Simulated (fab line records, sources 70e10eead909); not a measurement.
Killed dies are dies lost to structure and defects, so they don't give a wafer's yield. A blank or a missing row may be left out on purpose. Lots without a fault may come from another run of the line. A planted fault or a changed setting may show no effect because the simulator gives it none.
Chamber matching | flow nand_harc | NHARC_P_ZERO_WELL_DESCUM_39 on rie_diel-06: 4 sister chambers
The step chemistry O2, time 3 s. 4 wafers are shown with their chamber, then 7 later ones without.

WAFERS WITH THEIR CHAMBER
wafer  | chamber | showerhead_plenum_p_Torr (Torr)
L486.6 | 2       | 1.78
L488.5 | 3       | 1.89
L493.1 | 1       | 1.84
L493.2 | 0       | 1.89

WAFERS WITHOUT THEIR CHAMBER
wafer  | showerhead_plenum_p_Torr (Torr)
L493.3 | 1.77
L501.1 | 1.77
L501.2 | 1.88
L501.6 | 1.88
L502.1 | 1.88
L502.4 | 1.88
L502.6 | 1.88

WHICH CHAMBER EACH WENT THROUGH
wafer  | from the rows above     | in truth
L493.3 | 2                       | 2
L501.1 | 2                       | 2
L501.2 | can't be placed: 0 or 3 | 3
L501.6 | can't be placed: 0 or 3 | 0
L502.1 | can't be placed: 0 or 3 | 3
L502.4 | can't be placed: 0 or 3 | 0
L502.6 | can't be placed: 0 or 3 | 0
Placed correctly: 2 of 7. Can't be placed from these rows: 5 (the true chamber is among the candidates in 5). Placed wrongly: 0.
How it was worked out, from the rows above alone: a wafer's distance from a chamber is the root of the sum, over the readings, of the square of ((its reading less the chamber's mean) divided by the reading's scatter). The wafer belongs to the nearest chamber; if the next one is less than 2 further off, it can't be placed. A chamber's mean is the mean of its shown wafers. The scatter: with one shown wafer a chamber, the root of the mean of the squares of how far each hidden wafer lies from its nearest shown one.
